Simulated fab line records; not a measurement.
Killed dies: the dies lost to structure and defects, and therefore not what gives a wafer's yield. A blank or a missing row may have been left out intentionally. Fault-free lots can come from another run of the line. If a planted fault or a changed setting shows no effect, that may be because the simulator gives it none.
Chamber matching :: flow n5 finfet :: N5_MOL_CONTACT_COAG_CO_FILL_22 on cvd co-01 has 3 sister chambers
The step material Co, precursor CCTBA/H2, target thk 20 nm. 3 wafers are shown with their chamber, then 12 later ones without.

== EACH WAFER AND ITS CHAMBER ==
wafer: L090.1
chamber: 0
heater power w (W): 219

wafer: L090.2
chamber: 1
heater power w (W): 222

wafer: L090.3
chamber: 2
heater power w (W): 224

== WAFERS WITHOUT THEIR CHAMBER ==
wafer: L091.1
heater power w (W): 216

wafer: L091.3
heater power w (W): 214

wafer: L091.6
heater power w (W): 215

wafer: L093.3
heater power w (W): 227

wafer: L093.4
heater power w (W): 222

wafer: L093.5
heater power w (W): 218

wafer: L095.1
heater power w (W): 223

wafer: L095.2
heater power w (W): 214

wafer: L095.5
heater power w (W): 221

wafer: L097.1
heater power w (W): 219

wafer: L097.3
heater power w (W): 214

wafer: L097.5
heater power w (W): 214

== EACH ONE'S CHAMBER ==
wafer: L091.1
from the rows above: can't be placed: 0 or 1 or 2
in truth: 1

wafer: L091.3
from the rows above: can't be placed: 0 or 1 or 2
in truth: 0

wafer: L091.6
from the rows above: can't be placed: 0 or 1 or 2
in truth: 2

wafer: L093.3
from the rows above: can't be placed: 2 or 1 or 0
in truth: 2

wafer: L093.4
from the rows above: can't be placed: 1 or 2 or 0
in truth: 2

wafer: L093.5
from the rows above: can't be placed: 0 or 1 or 2
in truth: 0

wafer: L095.1
from the rows above: can't be placed: 1 or 2 or 0
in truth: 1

wafer: L095.2
from the rows above: can't be placed: 0 or 1 or 2
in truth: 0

wafer: L095.5
from the rows above: can't be placed: 1 or 0 or 2
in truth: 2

wafer: L097.1
from the rows above: can't be placed: 0 or 1 or 2
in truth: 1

wafer: L097.3
from the rows above: can't be placed: 0 or 1 or 2
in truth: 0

wafer: L097.5
from the rows above: can't be placed: 0 or 1 or 2
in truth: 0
Correctly placed: 0 of 12. Can't be placed from these rows: 12 (the true chamber is among the candidates in 12). Placed wrongly: 0.
How it was worked out, from the rows above alone: a wafer's distance from a chamber is the root of the sum, over the readings, of the square of ((its reading less the chamber's mean) divided by the reading's scatter). The wafer belongs to the nearest chamber; if the next one is less than 2 further off, it can't be placed. A chamber's mean is the mean of its shown wafers. The scatter (one wafer shown for each chamber): square how far every hidden wafer sits from the nearest shown wafer, average those squares and take the square root.
